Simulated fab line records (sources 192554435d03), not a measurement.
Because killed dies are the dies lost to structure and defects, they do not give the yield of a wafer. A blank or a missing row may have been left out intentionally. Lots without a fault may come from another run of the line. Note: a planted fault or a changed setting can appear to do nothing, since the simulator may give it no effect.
Chamber matching + flow n5Finfet + N5_GATE_CUT_STRIP_42 on rieDiel-06 has 4 sister chambers
The step strips in O2. 7 wafers are shown with their chamber, then 8 later ones without.

## WAFERS WITH THEIR CHAMBER
| wafer  | chamber | drypumpMotorCurrentA (A) | showerheadPlenumPTorr (Torr) |
|--------|---------|--------------------------|------------------------------|
| L082.6 | 3       | 6.0                      | 1.99                         |
| L084.4 | 2       | 6.1                      | 2.15                         |
| L084.6 | 0       | 5.3                      | 1.94                         |
| L085.2 | 1       | 6.5                      | 2.09                         |
| L085.3 | 3       | 6.0                      | 1.99                         |
| L085.4 | 2       | 6.1                      | 2.15                         |
| L087.1 | 0       | 5.2                      | 1.93                         |

## WAFERS MISSING THEIR CHAMBER
| wafer  | drypumpMotorCurrentA (A) | showerheadPlenumPTorr (Torr) |
|--------|--------------------------|------------------------------|
| L087.2 | 6.0                      | 1.99                         |
| L087.5 | 6.5                      | 2.09                         |
| L090.3 | 6.1                      | 2.14                         |
| L090.4 | 6.0                      | 1.99                         |
| L090.5 | 6.0                      | 1.99                         |
| L097.2 | 5.3                      | 1.93                         |
| L097.3 | 6.1                      | 2.14                         |
| L097.6 | 6.0                      | 1.98                         |

## EACH ONE'S CHAMBER
| wafer  | from the rows above | in truth |
|--------|---------------------|----------|
| L087.2 | 3                   | 3        |
| L087.5 | 1                   | 1        |
| L090.3 | 2                   | 2        |
| L090.4 | 3                   | 3        |
| L090.5 | 3                   | 3        |
| L097.2 | 0                   | 0        |
| L097.3 | 2                   | 2        |
| L097.6 | 3                   | 3        |
Correctly placed: 8 of 8. From these rows, 0 cannot be placed. Wrongly placed: 0.
How it was worked out, from the rows above alone: a wafer's distance from a chamber is the root of the sum, over the readings, of the square of ((its reading less the chamber's mean) divided by the reading's scatter). The wafer belongs to the nearest chamber; if the next one is less than 2 further off, it can't be placed. A chamber's mean is the mean of its shown wafers. The scatter is the square root of a quotient: the sum, over the shown wafers, of each reading's squared deviation from its chamber's mean, divided by wafers minus chambers.
